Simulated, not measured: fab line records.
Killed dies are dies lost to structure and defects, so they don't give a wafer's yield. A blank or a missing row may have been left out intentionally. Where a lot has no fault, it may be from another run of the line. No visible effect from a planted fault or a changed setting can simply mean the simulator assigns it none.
Comparing a struck lot with a sound one | flow nand-harc | 15 out of 1159 route steps
Sound: these wafers, L500.1, L500.2, L500.3. Struck: wafer L511.2 (left out: L511.1, a lot-mate that was not struck); the cause follows at the end.
Order at every step that has rows: each side's tool, ch and its chambers, its first start. Under that, the readings that differ: sound wafers | struck wafers | difference of the means | sigmas: that difference in standard deviations of wafers without a fault.
alike: readings whose means differ by less than 2 such deviations, and words and numbers that are the same on both sides. not compared: withheld readings, readings that some wafer has no value for, bounds like >300 that may hide the same value, and numbers for which the record gives no deviation and whose values overlap.
A row with sigmas, a row that says differs or no value, or rows on one side alone: a step with any of these is where the two part. When numbers do not overlap yet have no deviation, they are printed without sigmas and do not part them. A reading missing from all wafers of one side parts the sides only when that side holds two or more wafers.

first, 6 steps without rows for these wafers: NHARC_P_CONTACT_COAT_06 (resist thk 90 nm); NHARC_P_CONTACT_SOFTBAKE_07 (time 55 s); NHARC_P_CONTACT_EBR_08; NHARC_P_CONTACT_EXPOSE_09 (exposes mask P CA, target cd 90 nm); NHARC_P_CONTACT_PEB_10 (peb time 65 s); NHARC_P_CONTACT_DEVELOP_11 (develop time 35 s).
NHARC_P_CONTACT_CD_MEAS_12: the cd target is 90 nm.
  sound on cd-sem-01 ch 0, day 7 02:22; struck on cd-sem-02 ch 0, day 9 19:28
  alike: cd-nm
NHARC_P_CONTACT_OVL_MEAS_13:
  struck on overlay-02, day 9 19:34; sound on overlay-02, day 7 02:27
  reading           | sound          | struck | difference | sigmas
  overlay-y-nm (nm) | -1.2 -1.0 -1.8 | 0.4    | +1.7       | +2
  alike: overlay-x-nm
NHARC_P_CONTACT_INSPECT_14:
  struck on defect-inspect-02, day 9 19:36; sound on defect-inspect-01, day 7 02:29
  alike: raw-defect-count
NHARC_P_CONTACT_DESCUM_17: chemistry O2, time 3 s.
  sound on rie-diel-07 ch 1,2,3, day 7 02:33; struck on rie-diel-06 ch 0, day 9 19:40
  reading                | sound | struck | difference | sigmas
  rf-hours-counter-h (h) | 9 6 9 | 15     | +7         |
  alike: drypump-motor-current-A, oes-product-au, rf-vpp-V, showerhead-plenum-p-Torr, throttle-valve-pct
NHARC_P_CONTACT_ETCH_35: etches the open film in CF4, target depth 39 nm, time 65 s.
  sound on rie-diel-07 ch 0,2,3, day 7 02:38; struck on rie-diel-06 ch 3, day 9 19:44
  reading                | sound                | struck | difference | sigmas
  oes-product-au (a.u.)  | 1.022 0.991 1.003    | 0.970  | -0.035     | -4
  rf-hours-counter-h (h) | 9 9 9                | 15     | +6         |
  throttle-valve-pct (%) | 13.282 13.286 13.283 | 13.261 | -0.023     | -3
  alike: drypump-motor-current-A, rf-vpp-V, run-length-s, showerhead-plenum-p-Torr
NHARC_P_CONTACT_ETCH_36: etches the open film in N2/H2, target depth 260 nm, time 406.25 s.
  sound: rie-diel-07 ch 1,2,3; struck: rie-diel-06 ch 2
  reading                | sound | struck | difference | sigmas
  rf-hours-counter-h (h) | 6 9 9 | 16     | +8         |
  alike: drypump-motor-current-A, h2-flow-sccm, oes-product-au, rf-vpp-V, run-length-s, showerhead-plenum-p-Torr, throttle-valve-pct
NHARC_P_CONTACT_ETCH_18: etches the open film in C4F8/O2/Ar, target depth 481 nm, time 240.5 s.
  sound on rie-diel-07 ch 0,1,2, day 7 03:03; struck on rie-diel-06 ch 3, day 9 20:09
  reading                | sound             | struck | difference | sigmas
  rf-hours-counter-h (h) | 10 9 6            | 15     | +7         |
  run-length-s (s)       | 261.8 261.7 261.2 | 194.7  | -66.9      | -99 or more
  alike: oes-product-au, rf-vpp-V
then, 1 step without rows for these wafers: NHARC_P_CONTACT_STRIP_37 (strips in C4F8/O2/Ar).
-- break in the record here, with 13 days between the starts of the struck wafers on either side (left off in module P_CONTACT, picked up again in module END, where the first step shown is number 1159 on the route) --
NHARC_END_SORT_01:
  here the record holds rows for the struck wafers (prober-02 ch 0, day 23 05:25) but none for the sound ones

WHERE THEY PART
At NHARC_P_CONTACT_OVL_MEAS_13 first; at NHARC_END_SORT_01 last (within this record only).

WHY: what had been put in by the simulator
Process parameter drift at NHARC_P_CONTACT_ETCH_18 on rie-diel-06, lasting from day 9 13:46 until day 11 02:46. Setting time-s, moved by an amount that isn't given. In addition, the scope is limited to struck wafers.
